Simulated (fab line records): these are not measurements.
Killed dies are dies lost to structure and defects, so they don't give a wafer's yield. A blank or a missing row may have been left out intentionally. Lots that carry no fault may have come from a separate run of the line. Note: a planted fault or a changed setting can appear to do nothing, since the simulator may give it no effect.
fab line records	flow nandHarc
record lots=13	wafers=39	lastDay=34
route steps=1302 shown A_ONON_D1@439 A_CHANNEL_HOLE_D1@463 A_CHANNEL_FILL_D1@501 END@1302
lots untouched by any fault: they come from a run of this same line in which no faults occurred
startH: start of the lot's first displayed wafer, in hours after the record's first day	waitH: hours from the lot's prior step to this one	" repeats the value in the row above	L1.1+2: several wafers, shown together as one row	- no value present, or no start provided	* or withheld: withheld	< > ~ a bound
route shown NAME@n: names a module that has steps shown in the file, with the first one's number in the route	usual: mean and standard deviation over wafers with no fault	same: alike in all rows	chamber/n: place in a boat	sites: the reading at each site	_std_site: standard deviation across them	_edge_site: mean of outer sites minus mean of inner sites	radiusMm: for every site, how far away it sits from the centre of the wafer	mask NAME#n: copy n	behind: tool/chamber where the wafer was last shaped	hold: cause of the lot's hold/its duration in hours/its outcome	device: which transistor (n, p or np) failed to switch	end of line: tests of these same wafers at the route's end	a step given without rows: its recipe and nothing more	killed: at the first sort, the dies lost to defects and structure; wafer yield is something else	map: dies across one wafer; x = killed, . = not, _ = none there
set.NAME: the setting that was run; set.NAME@STEP: the one run at that earlier step	model.NAME: the simulator's own value behind a step, which no gauge read
one table for each step of the route and one row for each wafer, over a sample of lots
services: the hour from which a tool's chamber was out of use, counted from the record's first day as startH (under 0 if before that day), plus the number of hours and why
## steps
# step NHARC_A_ONON_D1_THK_MEAS_21
# recipe thkMeasGauge=ellipsometry
# usual thkNm=998/9.5
lot.wafer	tool	chamber	startH	waitH	thkNm
L523.1	filmMetro-01	-	167.12	-	1007
L523.2	"	-	"	"	1009
L523.4	"	-	"	"	1008
L524.1	filmMetro-02	-	184.51	-	1005
L524.2	"	-	"	"	1001
L524.5	"	-	"	"	1003
L528.1	filmMetro-02	-	216.85	-	1003
L528.2	"	-	"	"	1005
L528.4	"	-	"	"	1005
L529.2	filmMetro-01	-	227.16	-	1002
L529.3	"	-	"	"	1003
L529.5	"	-	"	"	1003
L538.1	filmMetro-01	-	314.71	-	995
L538.2	"	-	"	"	997
L538.4	"	-	"	"	993
L537.2	filmMetro-02	-	314.71	-	1008
L537.4	"	-	"	"	1007
L537.5	"	-	"	"	1007
L539.1	filmMetro-01	-	333.04	-	996
L539.3	"	-	"	"	992
L539.4	"	-	"	"	996
L541.2	filmMetro-01	-	351.17	-	981
L541.3	"	-	"	"	983
L541.5	"	-	"	"	983
L543.1	filmMetro-01	-	367.71	-	1000
L543.3	"	-	"	"	1002
L543.4	"	-	"	"	1001
L542.2	filmMetro-02	-	367.72	-	1016
L542.3	"	-	"	"	1016
L542.6	"	-	"	"	1015
L544.2	filmMetro-01	-	380.68	-	1008
L544.4	"	-	"	"	1007
L544.5	"	-	"	"	1006
L545.2	filmMetro-02	-	390.27	-	1009
L545.4	"	-	"	"	1010
L545.6	"	-	"	"	1010
L546.1	filmMetro-01	-	412.01	-	1000
L546.3	"	-	"	"	1000
L546.5	"	-	"	"	1002
# step NHARC_A_ONON_D1_THK_MEAS_27
# recipe thkMeasGauge=ellipsometry
# usual thkNm=998/11
lot.wafer	tool	chamber	startH	waitH	thkNm
L523.1	filmMetro-01	-	168.25	-	1015
L523.2	"	-	"	"	1013
L523.4	"	-	"	"	1014
L524.1	filmMetro-02	-	185.64	-	1009
L524.2	"	-	"	"	1009
L524.5	"	-	"	"	1007
L528.1	filmMetro-02	-	217.99	-	1017
L528.2	"	-	"	"	1017
L528.4	"	-	"	"	1017
L529.2	filmMetro-02	-	228.29	-	1004
L529.3	"	-	"	"	1003
L529.5	"	-	"	"	1002
L538.1	filmMetro-02	-	315.84	-	996
L538.2	"	-	"	"	997
L538.4	"	-	"	"	999
L537.2	filmMetro-01	-	315.87	-	1007
L537.4	"	-	"	"	1007
L537.5	"	-	"	"	1007
L539.1	filmMetro-02	-	334.17	-	991
L539.3	"	-	"	"	986
L539.4	"	-	"	"	989
L541.2	filmMetro-02	-	352.31	-	979
L541.3	"	-	"	"	977
L541.5	"	-	"	"	976
L542.2	filmMetro-02	-	368.84	-	979
L542.3	"	-	"	"	981
L542.6	"	-	"	"	982
L543.1	filmMetro-01	-	368.85	-	996
L543.3	"	-	"	"	995
L543.4	"	-	"	"	997
L544.2	filmMetro-01	-	381.81	-	986
L544.4	"	-	"	"	989
L544.5	"	-	"	"	988
L545.2	filmMetro-02	-	391.41	-	1003
L545.4	"	-	"	"	1001
L545.6	"	-	"	"	1003
L546.1	filmMetro-02	-	413.25	-	1015
L546.3	"	-	"	"	1013
L546.5	"	-	"	"	1015
# step NHARC_A_CHANNEL_HOLE_D1_OVL_MEAS_11
# usual overlayXNm=0.0/0.85	overlayYNm=-0.2/0.82
lot.wafer	tool	chamber	startH	waitH	overlayXNm	overlayYNm
L523.1	overlay-02	-	175.05	-	-0.4	-0.4
L523.2	"	-	"	"	0.0	-0.2
L523.4	"	-	"	"	-0.9	-0.1
L524.1	overlay-02	-	193.03	-	0.0	-0.9
L524.2	"	-	"	"	0.8	-1.1
L524.5	"	-	"	"	-0.2	-1.1
L528.1	overlay-02	-	223.64	-	-2.0	0.1
L528.2	"	-	"	"	-1.7	-0.3
L528.4	"	-	"	"	-1.9	-0.6
L529.2	overlay-02	-	232.39	-	1.5	0.5
L529.3	"	-	"	"	2.1	0.3
L529.5	"	-	"	"	1.3	0.6
L538.1	overlay-01	-	321.30	-	1.9	-1.0
L538.2	"	-	"	"	1.6	-1.6
L538.4	"	-	"	"	1.8	-1.2
L537.2	overlay-01	-	322.71	-	-0.1	-0.1
L537.4	"	-	"	"	-0.2	0.1
L537.5	"	-	"	"	-0.2	0.2
L539.1	overlay-01	-	338.65	-	0.3	-0.4
L539.3	"	-	"	"	-0.1	-0.6
L539.4	"	-	"	"	-0.1	-0.2
L541.2	overlay-02	-	356.19	-	-0.8	0.5
L541.3	"	-	"	"	-0.8	0.1
L541.5	"	-	"	"	-0.6	0.5
L542.2	overlay-01	-	372.75	-	0.5	-0.6
L542.3	"	-	"	"	0.5	-1.6
L542.6	"	-	"	"	0.4	-1.5
L543.1	overlay-02	-	372.95	-	-0.3	-0.8
L543.3	"	-	"	"	-0.2	-0.8
L543.4	"	-	"	"	-0.3	-0.3
L544.2	overlay-01	-	387.64	-	0.2	-1.2
L544.4	"	-	"	"	0.4	-1.0
L544.5	"	-	"	"	0.6	-1.4
L545.2	overlay-02	-	395.22	-	-0.7	-0.4
L545.4	"	-	"	"	-0.4	-0.5
L545.6	"	-	"	"	-0.1	-0.4
L546.1	overlay-02	-	417.85	-	-0.2	0.2
L546.3	"	-	"	"	-0.5	-0.2
L546.5	"	-	"	"	-0.9	0.0
# step NHARC_A_CHANNEL_FILL_D1_STRIP_28
# recipe timeS=20	o2FlowSccm=500	arFlowSccm=0	biasW=0	chemistry=O2
# usual biasW=0/0	chamberPressureMTorr=59.99/0.057	drypumpMotorCurrentA=5.7/0.5	oesProductAu=1.000/0.0096	rfVppV=57.8/0.93	showerheadPlenumPTorr=3.54/0.13	throttleValvePct=17.037/0.0079
lot.wafer	tool	chamber	startH	waitH	biasW	chamberPressureMTorr	drypumpMotorCurrentA	oesProductAu	rfHoursCounterH	rfVppV	showerheadPlenumPTorr	throttleValvePct
L523.1	rieDiel-11	1	207.92	0.1	0	59.88	6.7	0.983	8.2	57.8	3.49	17.031
L523.2	"	2	"	"	0	60.05	5.9	1.006	7.7	58.0	3.63	17.036
L523.4	"	0	"	"	0	60.06	5.4	1.004	8.1	58.0	3.32	17.046
L524.1	rieDiel-09	0	227.10	0.1	0	59.99	5.5	1.002	3.2	55.4	3.38	17.036
L524.2	"	1	"	"	0	60.00	5.7	1.011	3.2	58.6	3.48	17.039
L524.5	"	2	"	"	0	60.03	5.3	1.011	-	58.6	3.71	17.028
L528.4	rieDiel-09	3	257.29	0.1	0	60.03	4.9	0.998	5.0	55.7	3.67	17.035
L528.1	"	1	"	"	0	60.06	5.7	1.005	4.6	57.6	3.48	17.041
L528.2	"	2	"	"	0	60.10	5.3	1.013	4.9	58.3	3.71	17.040
L529.2	rieDiel-08	0	270.16	0.1	0	59.98	5.1	1.005	2.6	55.7	3.43	17.035
L529.3	"	3	"	"	0	59.88	5.3	0.983	2.9	58.2	3.59	17.029
L529.5	"	0	"	"	0	60.02	5.1	1.002	-	57.1	3.43	17.045
L537.4	rieDiel-09	0	354.19	0.1	-	-	-	-	-	-	-	-
L537.2	"	1	"	"	-	-	-	-	-	-	-	-
L537.5	"	1	"	"	-	-	-	-	-	-	-	-
L538.2	rieDiel-11	0	354.19	0.1	-	-	-	-	-	-	-	-
L538.1	"	1	"	"	-	-	-	-	-	-	-	-
L538.4	"	2	"	"	-	-	-	-	-	-	-	-
L539.1	rieDiel-11	0	370.12	0.1	-	-	-	-	-	-	-	-
L539.3	"	1	"	"	-	-	-	-	-	-	-	-
L539.4	"	2	"	"	-	-	-	-	-	-	-	-
L541.3	rieDiel-09	1	390.03	0.1	0	59.98	5.7	1.005	2.4	58.6	3.47	17.045
L541.2	"	2	"	"	0	60.02	5.3	0.999	2.3	58.1	3.70	17.027
L541.5	"	0	"	"	0	59.98	5.5	0.987	-	57.8	3.37	17.042
L543.4	rieDiel-11	2	406.29	0.1	0	59.94	6.0	0.996	9.4	56.2	3.62	17.020
L543.1	"	0	"	"	0	59.95	5.4	1.000	8.6	56.9	3.31	17.029
L543.3	"	1	"	"	0	60.09	6.7	0.991	8.3	57.3	3.49	17.041
L542.3	rieDiel-09	1	406.30	0.1	0	59.97	5.7	1.003	2.8	56.8	3.47	17.034
L542.2	"	2	"	"	0	59.84	5.3	1.008	2.9	57.1	3.70	17.047
L542.6	"	0	"	"	0	59.92	5.5	0.997	-	56.8	3.37	17.032
L544.2	rieDiel-11	3	419.02	0.1	0	60.00	5.4	1.001	10.7	57.3	3.70	17.031
L544.4	"	1	"	"	0	60.04	6.7	0.976	8.8	58.1	3.49	17.044
L544.5	"	3	"	"	0	59.97	5.4	0.999	-	58.3	3.70	17.042
L545.2	rieDiel-11	3	429.86	0.1	0	59.95	5.5	1.002	11.8	57.6	3.70	17.039
L545.4	"	1	"	"	0	59.94	6.7	0.994	-	57.8	3.49	17.044
L545.6	"	3	"	"	0	59.92	5.5	1.000	-	57.5	3.70	17.036
L546.3	rieDiel-09	0	450.79	0.1	0	59.91	5.5	0.987	5.6	57.3	3.37	17.029
L546.1	"	1	"	"	0	59.94	5.7	0.996	5.2	57.5	3.47	17.035
L546.5	"	0	"	"	0	59.91	5.6	0.991	-	56.4	3.37	17.033
# step NHARC_END_SORT_01
# recipe tempC=25
# usual killedAtArray=55/15	killedAtOther=1.0/1.2	killedAtPeriphery=3.4/2.2	killedDies=59/15	killedOpen=3.2/2	killedShort=2.5/1.7
# same grossDies=677
lot.wafer	tool	chamber	startH	waitH	killedAtArray	killedAtOther	killedAtPeriphery	killedDies	killedOpen	killedShort
L537.2	prober-01	0	689.29	2.8	676	1	0	677	1	4
L537.4	prober-01	0	690.87	3.4	669	0	8	677	3	7
L537.5	prober-01	0	691.67	3.7	673	1	3	677	1	1
L538.1	prober-02	0	696.39	2.5	673	0	4	677	4	2
L538.2	prober-02	0	697.20	2.8	670	0	7	677	2	2
L538.4	prober-02	0	698.83	3.4	672	1	4	677	7	2
L539.1	prober-02	0	721.48	4.8	670	0	7	677	4	3
L539.3	prober-02	0	723.08	5.4	668	2	7	677	2	2
L539.4	prober-02	0	723.88	5.7	673	1	3	677	3	2
# killed by level:class
L537.2 A_CHANNEL_FILL_D1:areaStrip=627 A_CHANNEL_HOLE_D2:chamberFilmFlake=23 A_CHANNEL_HOLE_D1:chamberFilmFlake=7 A_CONTACT:chamberFilmFlake=5 A_STAIRCASE:chamberFilmFlake=4 A_SLIT:chamberFilmFlake=4 A_DECK1_JOINT:geometricParticle:short=2 A_CHANNEL_HOLE_D1:geometricParticle:short=1
L537.4 A_CHANNEL_FILL_D1:areaStrip=613 A_CHANNEL_HOLE_D2:chamberFilmFlake=20 A_CHANNEL_HOLE_D1:chamberFilmFlake=14 A_CONTACT:chamberFilmFlake=6 A_SLIT:chamberFilmFlake=5 A_BLC:geometricParticle:short=2 P_M1:chamberFilmFlake=2 P_GATE:geometricParticle:short=1
L537.5 A_CHANNEL_FILL_D1:areaStrip=629 A_CHANNEL_HOLE_D2:chamberFilmFlake=22 A_CHANNEL_HOLE_D1:chamberFilmFlake=10 A_STAIRCASE:chamberFilmFlake=6 P_M1:chamberFilmFlake=2 A_WL_FILL:chamberFilmFlake=2 A_CONTACT:chamberFilmFlake=2 P_M1:geometricParticle:short=1
L538.1 A_CHANNEL_FILL_D1:areaStrip=621 A_CHANNEL_HOLE_D1:chamberFilmFlake=31 A_STAIRCASE:chamberFilmFlake=6 P_GATE:chamberFilmFlake=3 A_CHANNEL_FILL_D2:chamberFilmFlake=3 A_SLIT:chamberFilmFlake=2 A_CONTACT:chamberFilmFlake=2 P_GATE:geometricParticle:open=1
L538.2 A_CHANNEL_FILL_D1:areaStrip=631 A_CHANNEL_HOLE_D1:chamberFilmFlake=29 P_GATE:chamberFilmFlake=5 A_WL_FILL:geometricParticle:open=2 A_CHANNEL_HOLE_D2:chamberFilmFlake=2 A_ONON_D1:geometricParticle:short=1 A_CHANNEL_FILL_D2:geometricParticle:short=1 P_STI:chamberFilmFlake=1
L538.4 A_CHANNEL_FILL_D1:areaStrip=624 A_CHANNEL_HOLE_D1:chamberFilmFlake=33 A_CHANNEL_HOLE_D2:chamberFilmFlake=4 P_GATE:chamberFilmFlake=3 A_SLIT:chamberFilmFlake=3 A_CHANNEL_FILL_D1:geometricParticle:open=2 P_CONTACT:geometricParticle:open=1 A_ONON_D1:geometricParticle:short=1
L539.1 A_CHANNEL_FILL_D1:areaStrip=619 A_SLIT:chamberFilmFlake=33 A_CHANNEL_HOLE_D1:chamberFilmFlake=7 P_CONTACT:chamberFilmFlake=4 A_CONTACT:chamberFilmFlake=4 P_M0:geometricParticle:open=1 P_M0:geometricParticle:short=1 A_CHANNEL_FILL_D1:geometricParticle:open=1
L539.3 A_CHANNEL_FILL_D1:areaStrip=618 A_SLIT:chamberFilmFlake=34 A_CHANNEL_HOLE_D1:chamberFilmFlake=10 P_ZERO_WELL:chamberFilmFlake=4 A_CONTACT:chamberFilmFlake=3 P_CONTACT:chamberFilmFlake=2 P_CONTACT:geometricParticle:open=1 A_ONON_D2:geometricParticle:short=1
L539.4 A_CHANNEL_FILL_D1:areaStrip=613 A_SLIT:chamberFilmFlake=35 A_CHANNEL_HOLE_D1:chamberFilmFlake=11 A_CONTACT:chamberFilmFlake=7 P_STI:geometricParticle:open=1 A_SOURCE_PLATE:geometricParticle:short=1 A_CHANNEL_HOLE_D1:geometricParticle:short=1 A_WL_FILL:geometricParticle:open=1
## services
tool	chamber	startH	hours	kind
rieDiel-11	0	185.51	-	clean
rieDiel-11	1	185.51	-	clean
rieDiel-11	2	185.51	-	clean
rieDiel-11	3	185.51	-	clean
rieDiel-08	-	190.80	9.0	pm
rieDiel-09	0	201.10	-	clean
rieDiel-09	1	201.10	-	clean
rieDiel-09	2	201.10	-	clean
rieDiel-09	3	201.10	-	clean
rieDiel-11	0	210.01	-	clean
rieDiel-11	1	210.01	-	clean
rieDiel-11	2	210.01	-	clean
rieDiel-11	3	210.01	-	clean
rieDiel-09	0	225.74	-	clean
rieDiel-09	-	230.52	0.2	repair
rieDiel-11	3	248.56	4.0	repair
rieDiel-11	-	255.50	9.0	pm
rieDiel-11	-	273.63	3.5	repair
rieDiel-11	1	300.14	4.8	repair
rieDiel-09	-	320.10	9.0	pm
rieDiel-11	0	336.52	3.0	repair
rieDiel-08	-	367.80	9.0	pm
rieDiel-11	0	422.54	20.2	repair
rieDiel-11	-	432.50	9.0	pm
## key
firstSign step=NHARC_A_CHANNEL_FILL_D1_STRIP_28	reading=toolRecord	direction=missing
effect step=NHARC_END_SORT_01	reading=killedDies	direction=up	sigmas=42	usual=59	struck=677
moreKillsBornAt NHARC_A_CHANNEL_FILL_D1_STRIP_28@rieDiel-11=3725	NHARC_A_CHANNEL_FILL_D1_STRIP_28@rieDiel-09=1869
metAt NHARC_A_CHANNEL_FILL_D1_STRIP_28
struckLots L537,L538,L539
laterRowsLeftOut L537.2,L537.4,L537.5,L538.1,L538.2,L538.4,L539.1,L539.3,L539.4
testerLeftOut L537,L538,L539
notActingAt NHARC_A_ONON_D1_THK_MEAS_21,NHARC_A_ONON_D1_THK_MEAS_27,NHARC_A_CHANNEL_HOLE_D1_OVL_MEAS_11
onsetBetween 257.29 354.19
fault kind=skippedStepWhole	tool=rieDiel-09,rieDiel-11	chamber=-	onsetH=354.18	steps=NHARC_A_CHANNEL_FILL_D1_STRIP_28	scope=struckLotsOnly
# testerLeftOut: of these lots the tester's yield and bins aren't shown, on N5 and GAA mostly nor the transistor test; their killed dies are dies lost to structure and defects alone, not to doping, threshold or leakage, so they don't give the yield
# laterRowsLeftOut: the simulator's readings of these wafers behind a module that went badly wrong aren't trusted and aren't shown, but for the sort
